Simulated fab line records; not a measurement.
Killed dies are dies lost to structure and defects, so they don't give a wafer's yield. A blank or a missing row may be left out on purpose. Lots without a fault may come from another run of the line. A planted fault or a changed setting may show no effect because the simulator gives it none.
fab line records	flow n5-finfet
record lots=24	wafers=72	last-day=18
route steps=1938 shown BEOL_M14@1763 BEOL_M15@1804 MIM_BOT_LITHO@1864 MIM_BOT_ETCH@1867
lots with no fault: from the same line, run without faults
start-h: the number of hours between the record's first day and the start of the first shown wafer of the lot	wait-h: hours from the lot's prior step to this one	" same as the row above	L1.1+2: a row that stands for several wafers	- either no value or no given start	* or withheld: withheld	< > ~ a bound
route shown NAME@n: NAME is a module with steps in the file, n the number in the route of the first one	usual: the fault-free wafers' mean and standard deviation	same: alike in all rows	chamber/n: place in a boat	sites: per-site readings	_std_site: the values' standard deviation	_edge_site: inner sites' mean taken away from outer sites' mean	radius-mm: for every site, how far away it sits from the centre of the wafer	mask NAME#n: copy n	behind: tool/chamber where the wafer was last shaped	hold: the reason the lot was held/the length of the hold in hours/how it ended	device: the transistor (n, p or np) that didn't switch	end of line: the same wafers' tests at the end of the route	for a step that has no rows: nothing shown but its recipe	killed: not the wafer's yield, but the dies lost to structure and defects at the first sort	map: a wafer's dies, x killed, . not, _ none there
set.NAME: the setting the step ran with; set.NAME@STEP: the setting that earlier step ran with	model.NAME: the simulator's own value behind a step, which no gauge read
one table for each step of the route and one row for each wafer, over a sample of lots
services: the hour from which a tool's chamber was out of use, counted from the record's first day as start-h (under 0 if before that day), plus the number of hours and why
## steps
# step N5_BEOL_M14_SPUTTER_44
# recipe material=Ta	target-thk-a=150	temp-c=50	bias-v=80	power-w=15000	chamber-pressure-pa=0.07	time-s=24.19
# usual bias-v=79.9/0.76	chamber-pressure-pa=0.07/0.00015	throttle-valve-pct=29.8/1.1
lot.wafer	tool	chamber	start-h	wait-h	bias-v	chamber-pressure-pa	throttle-valve-pct
L074.1	pvd-sputter-01	-	247.73	0.0	79.3	0.07002	29.9
L074.5	"	-	"	"	80.0	0.07027	29.3
L074.6	"	-	"	"	78.1	0.07002	29.9
L075.3	pvd-sputter-02	-	252.57	0.0	78.7	0.07005	29.7
L075.4	"	-	"	"	79.8	0.06981	28.7
L075.6	"	-	"	"	79.9	0.07004	31.7
L077.1	pvd-sputter-01	-	274.41	0.0	80.7	0.06989	29.9
L077.4	"	-	"	"	80.0	0.06997	29.5
L077.5	"	-	"	"	78.2	0.07006	31.1
L076.1	pvd-sputter-02	-	279.97	0.0	78.9	0.06991	31.6
L076.3	"	-	"	"	80.0	0.06994	29.7
L076.5	"	-	"	"	80.2	0.07015	29.4
L078.1	pvd-sputter-01	-	280.35	0.0	80.3	0.06972	29.6
L078.3	"	-	"	"	80.3	0.06996	29.9
L078.5	"	-	"	"	79.0	0.06989	29.8
L079.2	pvd-sputter-02	-	284.89	0.0	80.1	0.07026	29.7
L079.3	"	-	"	"	80.2	0.07001	28.6
L079.6	"	-	"	"	80.3	0.06985	29.8
L080.3	pvd-sputter-02	-	296.76	0.0	80.0	0.06998	28.6
L080.5	"	-	"	"	80.1	0.06977	29.8
L080.6	"	-	"	"	80.5	0.06998	31.4
L081.1	pvd-sputter-03	-	299.57	0.0	80.3	0.06995	29.6
L081.3	"	-	"	"	79.8	0.06995	28.3
L081.6	"	-	"	"	79.5	0.06974	28.5
L083.1	pvd-sputter-02	-	302.65	0.0	80.1	0.07006	29.7
L083.2	"	-	"	"	79.7	0.07021	28.7
L083.3	"	-	"	"	80.2	0.07009	31.5
L082.1	pvd-sputter-03	-	325.96	0.0	78.6	0.07015	29.8
L082.4	"	-	"	"	80.1	0.06995	28.6
L082.5	"	-	"	"	79.0	0.07023	28.2
L085.1	pvd-sputter-03	-	335.68	0.0	80.0	0.06991	28.5
L085.3	"	-	"	"	78.8	0.06993	30.0
L085.6	"	-	"	"	79.8	0.06985	31.7
L084.2	pvd-sputter-02	-	348.29	0.0	80.2	0.0698	29.8
L084.4	"	-	"	"	80.4	0.06988	31.3
L084.5	"	-	"	"	80.5	0.0697	31.4
L088.3	pvd-sputter-02	-	348.95	0.0	80.0	0.07012	31.3
L088.4	"	-	"	"	80.2	0.06983	29.6
L088.5	"	-	"	"	79.7	0.06983	29.8
L089.2	pvd-sputter-03	-	349.12	0.0	80.2	0.07018	28.3
L089.3	"	-	"	"	79.5	0.06999	31.7
L089.5	"	-	"	"	79.1	0.06989	28.5
L086.1	pvd-sputter-02	-	349.47	0.0	80.1	0.06997	29.6
L086.3	"	-	"	"	79.6	0.06989	29.9
L086.4	"	-	"	"	78.8	0.07006	28.8
L087.1	pvd-sputter-02	-	351.79	0.0	79.5	0.06988	30.0
L087.2	"	-	"	"	79.2	0.06997	29.7
L087.5	"	-	"	"	80.7	0.0699	31.3
L090.2	pvd-sputter-02	-	352.11	0.0	78.7	0.0704	29.8
L090.5	"	-	"	"	80.0	0.06996	31.3
L090.6	"	-	"	"	80.2	0.07015	28.6
L092.1	pvd-sputter-03	-	373.44	0.0	80.6	0.07013	28.4
L092.2	"	-	"	"	80.4	0.07018	28.6
L092.5	"	-	"	"	80.0	0.07036	28.5
L091.2	pvd-sputter-01	-	374.57	0.0	79.3	0.07004	29.7
L091.5	"	-	"	"	80.1	0.07019	31.1
L091.6	"	-	"	"	78.2	0.06989	29.9
L093.3	pvd-sputter-03	-	374.62	0.0	78.5	0.07003	29.7
L093.4	"	-	"	"	81.5	0.07008	31.8
L093.6	"	-	"	"	81.0	0.06983	28.6
L094.3	pvd-sputter-03	-	392.25	0.0	79.9	0.06983	32.0
L094.4	"	-	"	"	78.5	0.06996	28.6
L094.5	"	-	"	"	80.6	0.06997	31.7
L095.1	pvd-sputter-02	-	393.45	0.0	80.1	0.0699	28.8
L095.4	"	-	"	"	81.2	0.06978	29.7
L095.6	"	-	"	"	80.4	0.07008	28.8
L097.1	pvd-sputter-03	-	401.21	0.0	79.3	0.06983	29.7
L097.3	"	-	"	"	79.1	0.06983	28.6
L097.6	"	-	"	"	78.7	0.06991	29.7
L096.2	pvd-sputter-03	-	404.41	0.0	79.7	0.06976	28.2
L096.3	"	-	"	"	80.5	0.06982	28.7
L096.4	"	-	"	"	80.3	0.07012	30.0
# step N5_BEOL_M14_INSPECT_55
# recipe inspect-instrument=darkfield	mode=post-dep
# usual raw-defect-count=64/25
lot.wafer	tool	chamber	start-h	wait-h	raw-defect-count
L074.1	defect-inspect-02	-	248.89	0.0	50
L074.5	"	-	"	"	53
L074.6	"	-	"	"	55
L075.3	defect-inspect-01	-	253.71	0.0	69
L075.4	"	-	"	"	39
L075.6	"	-	"	"	56
L077.1	defect-inspect-02	-	275.84	0.0	54
L077.4	"	-	"	"	53
L077.5	"	-	"	"	69
L076.1	defect-inspect-01	-	281.12	0.0	71
L076.3	"	-	"	"	104
L076.5	"	-	"	"	48
L078.1	defect-inspect-01	-	281.49	0.0	61
L078.3	"	-	"	"	103
L078.5	"	-	"	"	87
L079.2	defect-inspect-01	-	286.03	0.0	78
L079.3	"	-	"	"	65
L079.6	"	-	"	"	59
L080.3	defect-inspect-01	-	297.90	0.0	76
L080.5	"	-	"	"	132
L080.6	"	-	"	"	109
L081.1	defect-inspect-01	-	300.86	0.0	72
L081.3	"	-	"	"	88
L081.6	"	-	"	"	72
L083.1	defect-inspect-02	-	303.78	0.0	41
L083.2	"	-	"	"	18
L083.3	"	-	"	"	40
L082.1	defect-inspect-02	-	327.09	0.0	102
L082.4	"	-	"	"	69
L082.5	"	-	"	"	79
L085.1	defect-inspect-02	-	336.81	0.0	57
L085.3	"	-	"	"	78
L085.6	"	-	"	"	51
L084.2	defect-inspect-02	-	349.58	0.0	92
L084.4	"	-	"	"	70
L084.5	"	-	"	"	55
L088.3	defect-inspect-02	-	350.10	0.0	48
L088.4	"	-	"	"	55
L088.5	"	-	"	"	44
L089.2	defect-inspect-02	-	350.64	0.0	48
L089.3	"	-	"	"	34
L089.5	"	-	"	"	46
L086.1	defect-inspect-01	-	350.64	0.0	67
L086.3	"	-	"	"	47
L086.4	"	-	"	"	58
L087.1	defect-inspect-01	-	352.94	0.0	65
L087.2	"	-	"	"	49
L087.5	"	-	"	"	42
L090.2	defect-inspect-02	-	353.35	0.0	73
L090.5	"	-	"	"	66
L090.6	"	-	"	"	84
L092.1	defect-inspect-01	-	374.57	0.0	68
L092.2	"	-	"	"	60
L092.5	"	-	"	"	70
L091.2	defect-inspect-02	-	375.79	0.0	28
L091.5	"	-	"	"	40
L091.6	"	-	"	"	60
L093.3	defect-inspect-01	-	375.83	0.0	51
L093.4	"	-	"	"	60
L093.6	"	-	"	"	39
L094.3	defect-inspect-01	-	393.57	0.0	71
L094.4	"	-	"	"	97
L094.5	"	-	"	"	76
L095.1	defect-inspect-01	-	395.31	0.0	47
L095.4	"	-	"	"	38
L095.6	"	-	"	"	40
L097.1	defect-inspect-02	-	402.35	0.0	72
L097.3	"	-	"	"	37
L097.6	"	-	"	"	60
L096.2	defect-inspect-02	-	405.56	0.0	69
L096.3	"	-	"	"	107
L096.4	"	-	"	"	71
# step N5_BEOL_M15_CD_MEAS_28
# recipe target-cd-nm=407.6	landing-energy-ev=500	detector=se-inlens
# usual cd-nm=407.6/2.4
# same landing-energy-ev=500
lot.wafer	tool	chamber	start-h	wait-h	cd-nm
L074.1	cd-sem-02	0	250.94	-	409.8
L074.5	"	0	"	"	409.9
L074.6	"	0	"	"	407.5
L075.3	cd-sem-01	0	256.01	-	403.0
L075.4	"	0	"	"	404.6
L075.6	"	0	"	"	405.7
L077.1	cd-sem-01	0	277.93	-	406.2
L077.4	"	0	"	"	404.7
L077.5	"	0	"	"	406.8
L076.1	cd-sem-03	0	283.41	-	404.1
L076.3	"	0	"	"	405.1
L076.5	"	0	"	"	405.9
L078.1	cd-sem-02	0	284.02	-	405.3
L078.3	"	0	"	"	404.1
L078.5	"	0	"	"	406.4
L079.2	cd-sem-02	0	288.21	-	404.9
L079.3	"	0	"	"	402.8
L079.6	"	0	"	"	404.8
L080.3	cd-sem-02	0	300.04	-	405.8
L080.5	"	0	"	"	404.4
L080.6	"	0	"	"	403.4
L081.1	cd-sem-03	0	303.20	-	409.4
L081.3	"	0	"	"	409.7
L081.6	"	0	"	"	406.0
L083.1	cd-sem-02	0	305.96	-	405.9
L083.2	"	0	"	"	409.2
L083.3	"	0	"	"	404.4
L082.1	cd-sem-01	0	329.28	-	409.3
L082.4	"	0	"	"	408.4
L082.5	"	0	"	"	408.6
L085.1	cd-sem-02	0	338.99	-	405.8
L085.3	"	0	"	"	410.4
L085.6	"	0	"	"	408.2
L084.2	cd-sem-03	0	351.89	-	406.4
L084.4	"	0	"	"	405.7
L084.5	"	0	"	"	404.3
L088.3	cd-sem-03	0	352.51	-	408.0
L088.4	"	0	"	"	407.6
L088.5	"	0	"	"	408.6
L089.2	cd-sem-03	0	352.92	-	406.1
L089.3	"	0	"	"	409.0
L089.5	"	0	"	"	407.5
L086.1	cd-sem-03	0	352.95	-	410.9
L086.3	"	0	"	"	411.0
L086.4	"	0	"	"	411.7
L087.1	cd-sem-01	0	355.31	-	406.7
L087.2	"	0	"	"	408.5
L087.5	"	0	"	"	411.5
L090.2	cd-sem-01	0	356.14	-	409.0
L090.5	"	0	"	"	406.4
L090.6	"	0	"	"	406.8
L092.1	cd-sem-02	0	376.88	-	407.3
L092.2	"	0	"	"	408.9
L092.5	"	0	"	"	404.3
L091.2	cd-sem-02	0	378.10	-	414.3
L091.5	"	0	"	"	415.5
L091.6	"	0	"	"	409.6
L093.3	cd-sem-03	0	378.14	-	409.0
L093.4	"	0	"	"	408.7
L093.6	"	0	"	"	408.0
L094.3	cd-sem-03	0	395.74	-	409.7
L094.4	"	0	"	"	411.3
L094.5	"	0	"	"	412.0
L095.1	cd-sem-02	0	397.61	-	408.7
L095.4	"	0	"	"	407.8
L095.6	"	0	"	"	408.4
L097.1	cd-sem-02	0	404.75	-	408.9
L097.3	"	0	"	"	408.9
L097.6	"	0	"	"	408.3
L096.2	cd-sem-03	0	407.66	-	404.6
L096.3	"	0	"	"	406.4
L096.4	"	0	"	"	408.7
# step N5_MIM_BOT_LITHO_INSPECT_12
# recipe mode=adi	inspect-instrument=macro
# usual raw-defect-count=2.0/1.6
lot.wafer	tool	chamber	start-h	wait-h	raw-defect-count
L074.1	defect-inspect-01	-	260.34	0.0	1
L074.5	"	-	"	"	0
L074.6	"	-	"	"	1
L075.3	defect-inspect-01	-	266.03	0.0	2
L075.4	"	-	"	"	3
L075.6	"	-	"	"	3
L077.1	defect-inspect-01	-	288.91	0.0	2
L077.4	"	-	"	"	1
L077.5	"	-	"	"	7
L076.1	defect-inspect-01	-	289.81	0.0	1
L076.3	"	-	"	"	1
L076.5	"	-	"	"	0
L078.1	defect-inspect-01	-	292.85	0.0	2
L078.3	"	-	"	"	1
L078.5	"	-	"	"	6
L079.2	defect-inspect-01	-	295.14	0.0	1
L079.3	"	-	"	"	1
L079.6	"	-	"	"	2
L080.3	defect-inspect-01	-	307.67	0.0	4
L080.5	"	-	"	"	0
L080.6	"	-	"	"	2
L081.1	defect-inspect-01	-	310.02	0.0	1
L081.3	"	-	"	"	1
L081.6	"	-	"	"	2
L083.1	defect-inspect-02	-	312.10	0.0	3
L083.2	"	-	"	"	2
L083.3	"	-	"	"	1
L082.1	defect-inspect-01	-	341.09	0.0	6
L082.4	"	-	"	"	1
L082.5	"	-	"	"	1
L085.1	defect-inspect-01	-	346.16	0.0	2
L085.3	"	-	"	"	1
L085.6	"	-	"	"	3
L084.2	defect-inspect-01	-	363.80	0.0	1
L084.4	"	-	"	"	4
L084.5	"	-	"	"	2
L088.3	defect-inspect-01	-	364.09	0.0	1
L088.4	"	-	"	"	3
L088.5	"	-	"	"	2
L089.2	defect-inspect-02	-	364.25	0.0	3
L089.3	"	-	"	"	0
L089.5	"	-	"	"	1
L086.1	defect-inspect-02	-	364.57	0.0	0
L086.3	"	-	"	"	1
L086.4	"	-	"	"	2
L087.1	defect-inspect-01	-	368.07	0.0	3
L087.2	"	-	"	"	2
L087.5	"	-	"	"	3
L090.2	defect-inspect-02	-	368.54	0.0	1
L090.5	"	-	"	"	6
L090.6	"	-	"	"	3
L092.1	defect-inspect-02	-	385.79	0.0	1
L092.2	"	-	"	"	2
L092.5	"	-	"	"	1
L091.2	defect-inspect-01	-	385.84	0.0	0
L091.5	"	-	"	"	0
L091.6	"	-	"	"	3
L093.3	defect-inspect-02	-	392.94	0.0	2
L093.4	"	-	"	"	0
L093.6	"	-	"	"	1
L094.3	defect-inspect-02	-	403.19	0.0	7
L094.4	"	-	"	"	1
L094.5	"	-	"	"	4
L095.1	defect-inspect-01	-	407.34	0.0	5
L095.4	"	-	"	"	2
L095.6	"	-	"	"	1
L097.1	defect-inspect-01	-	410.73	0.0	3
L097.3	"	-	"	"	2
L097.6	"	-	"	"	2
L096.2	defect-inspect-01	-	416.11	0.0	1
L096.3	"	-	"	"	1
L096.4	"	-	"	"	1
# step N5_MIM_BOT_ETCH_ETCH_03
# recipe chemistry=Cl2/BCl3	target-depth-a=120	pressure-mtorr=8	icp-w=800	bias-w=100	Cl2_flow_sccm=20	bcl3-flow-sccm=80
# usual bias-w=100.0/0.32	drypump-motor-current-A=5.7/0.51	oes-product-au=0.86/0.1	rf-fwd-power-W=793/3	throttle-valve-pct=27.5/0.41
lot.wafer	tool	chamber	start-h	wait-h	bias-w	drypump-motor-current-A	oes-product-au	rf-fwd-power-W	rf-hours-counter-h	throttle-valve-pct
L074.1	rie-metal-02	0	260.53	0.1	100.3	6.5	0.92	794	5	27.3
L074.5	"	1	"	"	100.0	6.2	0.97	796	-	27.6
L074.6	"	0	"	"	100.0	6.5	0.91	798	-	27.3
L075.3	rie-metal-01	0	266.25	0.1	100.2	4.9	0.65	790	-	27.4
L075.4	"	1	"	"	100.2	5.8	0.77	792	-	27.1
L075.6	"	0	"	"	100.2	4.8	0.64	790	-	27.4
L077.1	rie-metal-03	1	289.75	0.1	100.3	5.4	0.88	794	21	27.9
L077.4	"	1	"	"	100.5	5.4	0.88	795	-	27.9
L077.5	"	0	"	"	99.8	5.9	0.66	795	-	28.4
L076.1	rie-metal-03	0	290.39	0.1	99.8	5.9	0.66	792	103	28.4
L076.3	"	0	"	"	99.8	5.9	0.65	796	-	28.4
L076.5	"	0	"	"	100.1	5.9	0.66	793	-	28.4
L078.1	rie-metal-01	0	293.04	0.1	100.7	4.8	0.64	789	117	27.5
L078.3	"	1	"	"	100.0	5.8	0.78	792	-	27.1
L078.5	"	0	"	"	100.4	4.8	0.64	791	-	27.5
L079.2	rie-metal-02	0	296.79	0.1	100.2	6.5	0.91	794	8	27.3
L079.3	"	0	"	"	100.4	6.5	0.92	798	-	27.4
L079.6	"	0	"	"	100.1	6.5	0.91	800	-	27.4
L080.3	rie-metal-02	1	308.62	0.1	100.6	6.2	0.91	797	-	27.6
L080.5	"	0	"	"	100.2	6.5	0.90	793	-	27.3
L080.6	"	1	"	"	100.3	6.2	0.90	791	-	27.6
L081.1	rie-metal-02	0	311.05	0.1	100.1	6.5	0.89	796	9	27.3
L081.3	"	0	"	"	100.4	6.5	0.88	795	-	27.3
L081.6	"	1	"	"	99.9	6.2	0.90	799	-	27.6
L083.1	rie-metal-03	0	312.29	0.1	100.3	5.9	0.65	793	105	28.4
L083.2	"	1	"	"	100.1	5.4	0.86	790	23	27.9
L083.3	"	1	"	"	100.3	5.4	0.86	791	-	27.9
L082.1	rie-metal-03	1	341.28	0.1	100.3	5.4	0.85	795	26	27.9
L082.4	"	1	"	"	100.5	5.4	0.85	796	-	27.9
L082.5	"	1	"	"	100.4	5.4	0.85	796	-	27.9
L085.1	rie-metal-01	0	346.35	0.1	100.4	4.8	1.01	791	0	27.0
L085.3	"	1	"	"	100.1	5.8	0.75	790	-	27.1
L085.6	"	1	"	"	100.2	5.8	0.75	792	-	27.1
L084.2	rie-metal-02	1	363.99	0.1	99.8	6.2	0.87	791	10	27.6
L084.4	"	1	"	"	99.5	6.2	0.87	791	-	27.6
L084.5	"	1	"	"	99.4	6.2	0.87	791	-	27.6
L088.3	rie-metal-01	1	364.40	0.1	100.1	5.8	0.76	790	-	27.1
L088.4	"	0	"	"	99.7	4.9	1.00	788	-	27.0
L088.5	"	0	"	"	99.3	4.9	1.00	787	-	27.0
L089.2	rie-metal-03	1	364.44	0.1	99.8	5.4	0.84	792	29	27.9
L089.3	"	0	"	"	100.0	5.9	1.00	793	-	27.8
L089.5	"	1	"	"	100.0	5.4	0.85	793	-	27.9
L086.1	rie-metal-01	1	364.76	0.1	100.0	5.8	0.76	790	54	27.1
L086.3	"	0	"	"	100.0	4.8	0.98	789	-	27.0
L086.4	"	1	"	"	99.6	5.8	0.75	790	-	27.1
L087.1	rie-metal-03	1	368.26	0.1	99.5	5.4	0.84	789	29	27.9
L087.2	"	0	"	"	100.0	5.9	0.99	790	1	27.8
L087.5	"	1	"	"	99.9	5.4	0.85	792	-	27.9
L090.2	rie-metal-01	1	368.73	0.1	99.6	5.8	0.75	789	55	27.1
L090.5	"	1	"	"	99.6	5.8	0.74	793	-	27.1
L090.6	"	0	"	"	99.9	4.8	0.98	787	-	27.0
L092.1	rie-metal-02	1	385.98	0.1	100.0	6.2	0.84	797	13	27.6
L092.2	"	0	"	"	100.0	6.5	0.86	798	16	27.3
L092.5	"	0	"	"	100.0	6.5	0.85	800	-	27.4
L091.2	rie-metal-01	0	386.09	0.1	99.9	4.8	0.98	788	3	27.0
L091.5	"	1	"	"	100.0	5.8	0.75	790	-	27.1
L091.6	"	0	"	"	100.0	4.8	0.98	788	-	27.0
L093.3	rie-metal-01	0	393.27	0.2	100.4	4.8	0.96	791	-	27.0
L093.4	"	1	"	"	100.0	5.8	0.75	791	-	27.1
L093.6	"	0	"	"	100.6	4.8	0.97	791	-	27.0
L094.3	rie-metal-03	1	403.40	0.1	100.1	5.4	0.84	792	-	27.9
L094.4	"	0	"	"	100.0	5.9	0.95	799	-	27.8
L094.5	"	1	"	"	100.8	5.4	0.83	791	-	28.0
L095.1	rie-metal-03	0	407.53	0.1	99.9	5.9	0.94	795	5	27.8
L095.4	"	1	"	"	100.0	5.4	0.84	793	-	27.9
L095.6	"	1	"	"	99.9	5.4	0.83	793	-	27.9
L097.1	rie-metal-03	0	410.92	0.1	99.9	5.9	0.92	793	5	27.8
L097.3	"	0	"	"	100.0	5.9	0.93	793	-	27.8
L097.6	"	1	"	"	99.2	5.4	0.82	790	-	27.9
L096.2	rie-metal-03	1	416.30	0.1	100.3	5.4	0.83	795	35	27.9
L096.3	"	1	"	"	100.0	5.4	0.82	793	-	27.9
L096.4	"	0	"	"	99.8	5.9	0.94	787	-	27.8
# step N5_MIM_BOT_ETCH_STRIP_01
# recipe chemistry=O2	power-w=600	temp-c=60	pressure-mtorr=30	rf-frequency-hz=6e+07	bias-power-w=0	overash-fraction=0.5	o2-flow-sccm=225
# usual drypump-motor-current-A=5.6/0.41	oes-product-au=0.81/0.073	rf-vpp-V=3.6/1.2	showerhead-plenum-p-Torr=2.15/0.071	throttle-valve-pct=16.69/0.19
lot.wafer	tool	chamber	start-h	wait-h	drypump-motor-current-A	oes-product-au	rf-hours-counter-h	rf-vpp-V	showerhead-plenum-p-Torr	throttle-valve-pct
L074.1	rie-diel-01	0	260.76	0.1	5.8	0.88	39	3.2	2.14	16.68
L074.5	"	3	"	"	5.6	0.75	-	6.1	2.11	16.58
L074.6	"	2	"	"	5.9	0.91	-	2.5	2.27	16.88
L075.3	rie-diel-03	3	266.46	0.1	5.4	0.76	116	4.1	2.20	16.66
L075.4	"	0	"	"	5.5	0.71	-	5.7	1.98	17.13
L075.6	"	3	"	"	5.4	0.76	-	5.0	2.20	16.68
L077.1	rie-diel-03	1	290.11	0.2	5.0	0.88	37	5.3	2.20	16.46
L077.4	"	3	"	"	5.4	0.78	123	2.5	2.19	16.72
L077.5	"	3	"	"	5.4	0.77	-	3.3	2.20	16.69
L076.1	rie-diel-01	0	290.72	0.2	5.8	0.85	51	3.8	2.14	16.70
L076.3	"	1	"	"	5.0	0.95	4	3.1	2.15	16.54
L076.5	"	1	"	"	5.0	0.97	-	3.7	2.15	16.56
L078.1	rie-diel-03	1	293.27	0.1	5.0	0.84	38	2.5	2.20	16.42
L078.3	"	0	"	"	5.5	0.71	224	2.1	1.98	17.13
L078.5	"	2	"	"	6.0	0.84	-	4.0	2.22	16.43
L079.2	rie-diel-03	1	297.07	0.1	5.0	0.86	40	6.5	2.20	16.44
L079.3	"	0	"	"	5.5	0.71	226	4.7	1.98	17.13
L079.6	"	3	"	"	5.4	0.75	-	3.9	2.19	16.70
L080.3	rie-diel-05	0	308.94	0.2	4.7	0.83	78	6.8	2.13	16.44
L080.5	"	3	"	"	6.3	0.85	-	4.4	2.07	16.35
L080.6	"	0	"	"	4.7	0.81	-	5.6	2.13	16.46
L081.1	rie-diel-01	1	311.36	0.2	5.1	0.92	14	3.7	2.15	16.64
L081.3	"	2	"	"	5.9	0.85	51	4.5	2.26	16.98
L081.6	"	3	"	"	5.6	0.73	-	5.0	2.10	16.61
L083.1	rie-diel-01	0	312.52	0.1	5.8	0.82	61	3.6	2.13	16.71
L083.2	"	2	"	"	5.9	0.87	51	3.1	2.26	16.94
L083.3	"	1	"	"	5.1	0.90	14	2.0	2.15	16.61
L082.1	rie-diel-05	3	341.72	0.2	6.3	0.85	69	3.7	2.06	16.35
L082.4	"	1	"	"	5.6	0.75	162	2.7	2.04	16.96
L082.5	"	0	"	"	4.7	0.80	-	2.9	2.12	16.49
L085.1	rie-diel-01	2	346.73	0.3	5.9	0.86	62	5.5	2.26	16.94
L085.3	"	3	"	"	5.5	0.71	172	2.4	2.10	16.63
L085.6	"	0	"	"	5.8	0.83	-	1.5	2.13	16.74
L084.2	rie-diel-03	2	364.24	0.1	6.0	0.81	106	4.9	2.21	16.50
L084.4	"	1	"	"	5.0	0.85	-	4.0	2.19	16.46
L084.5	"	2	"	"	6.0	0.80	-	3.4	2.21	16.52
L088.3	rie-diel-01	3	364.67	0.1	5.6	0.71	178	5.7	2.10	16.61
L088.4	"	0	"	"	5.8	0.81	78	3.3	2.13	16.75
L088.5	"	2	"	"	5.9	0.84	-	3.4	2.25	17.03
L089.2	rie-diel-05	0	364.69	0.1	4.7	0.80	95	2.9	2.12	16.51
L089.3	"	2	"	"	5.7	0.96	17	4.7	2.06	16.66
L089.5	"	0	"	"	4.8	0.80	-	1.7	2.12	16.53
L086.1	rie-diel-05	1	364.99	0.1	5.6	0.73	170	4.2	2.03	17.02
L086.3	"	3	"	"	6.3	0.81	78	5.3	2.06	16.36
L086.4	"	0	"	"	4.7	0.83	95	5.2	2.12	16.51
L087.1	rie-diel-05	0	368.49	0.1	4.7	0.81	97	3.7	2.12	16.48
L087.2	"	3	"	"	6.3	0.83	79	5.1	2.06	16.39
L087.5	"	2	"	"	5.7	0.95	-	3.1	2.06	16.65
L090.2	rie-diel-01	3	369.02	0.2	5.5	0.71	180	4.7	2.10	16.64
L090.5	"	0	"	"	5.8	0.81	-	2.2	2.13	16.74
L090.6	"	3	"	"	5.6	0.71	-	5.3	2.10	16.66
L092.1	rie-diel-01	0	386.21	0.1	5.8	0.80	86	3.7	2.13	16.79
L092.2	"	1	"	"	5.0	0.86	41	3.1	2.14	16.64
L092.5	"	3	"	"	5.6	0.71	-	2.9	2.10	16.65
L091.2	rie-diel-01	2	386.32	0.1	5.9	0.84	77	2.4	2.25	17.01
L091.5	"	0	"	"	5.8	0.81	-	4.2	2.12	16.70
L091.6	"	3	"	"	5.6	0.70	-	3.8	2.10	16.71
L093.3	rie-diel-03	3	393.48	0.1	5.4	0.71	166	2.1	2.18	16.74
L093.4	"	0	"	"	5.5	0.97	7	2.3	2.23	16.61
L093.6	"	0	"	"	5.5	0.98	-	2.3	2.23	16.69
L094.3	rie-diel-03	2	403.60	0.1	6.0	0.78	121	4.3	2.20	16.59
L094.4	"	1	"	"	5.0	0.83	-	3.7	2.19	16.51
L094.5	"	3	"	"	5.5	0.73	-	2.7	2.18	16.75
L095.1	rie-diel-03	2	407.76	0.1	6.0	0.78	123	5.5	2.20	16.58
L095.4	"	2	"	"	6.0	0.77	-	3.8	2.20	16.60
L095.6	"	1	"	"	5.0	0.81	-	4.3	2.19	16.52
L097.1	rie-diel-01	3	411.15	0.1	5.6	0.71	196	2.2	2.09	16.67
L097.3	"	2	"	"	5.9	0.84	85	3.9	2.25	16.98
L097.6	"	1	"	"	5.0	0.86	-	3.0	2.14	16.67
L096.2	rie-diel-01	2	416.53	0.1	5.9	0.83	87	3.5	2.25	16.98
L096.3	"	3	"	"	5.6	0.71	197	4.9	2.09	16.70
L096.4	"	1	"	"	5.0	0.86	52	5.1	2.13	16.70
## services
tool	chamber	start-h	hours	kind
rie-diel-01	3	233.35	4.4	repair
rie-metal-01	1	235.56	4.2	repair
rie-diel-05	2	248.24	5.7	repair
rie-diel-01	1	255.78	-	clean
rie-diel-01	1	255.78	-	consumable-replace:focus-ring
rie-diel-01	1	255.78	26.3	scheduled-down
rie-diel-01	1	255.78	26.3	vent-cycle
rie-diel-03	1	260.43	9.6	repair
rie-diel-03	3	273.20	6.0	repair
rie-metal-02	-	279.08	0.3	repair
rie-diel-05	-	280.28	28.1	pm
rie-metal-01	0	310.11	4.5	repair
rie-diel-03	1	316.51	4.1	repair
pvd-sputter-03	-	316.53	4.6	repair
rie-metal-01	0	323.34	-	clean
rie-metal-01	0	323.34	18.6	scheduled-down
rie-metal-01	0	323.34	18.6	vent-cycle
rie-metal-03	0	331.76	-	clean
rie-metal-03	0	331.76	26.2	scheduled-down
rie-metal-03	0	331.76	26.2	vent-cycle
rie-diel-03	2	343.20	4.2	repair
pvd-sputter-02	-	361.06	3.8	repair
rie-diel-03	0	396.55	16.0	repair
pvd-sputter-01	-	402.82	1.1	repair
## key
fault none
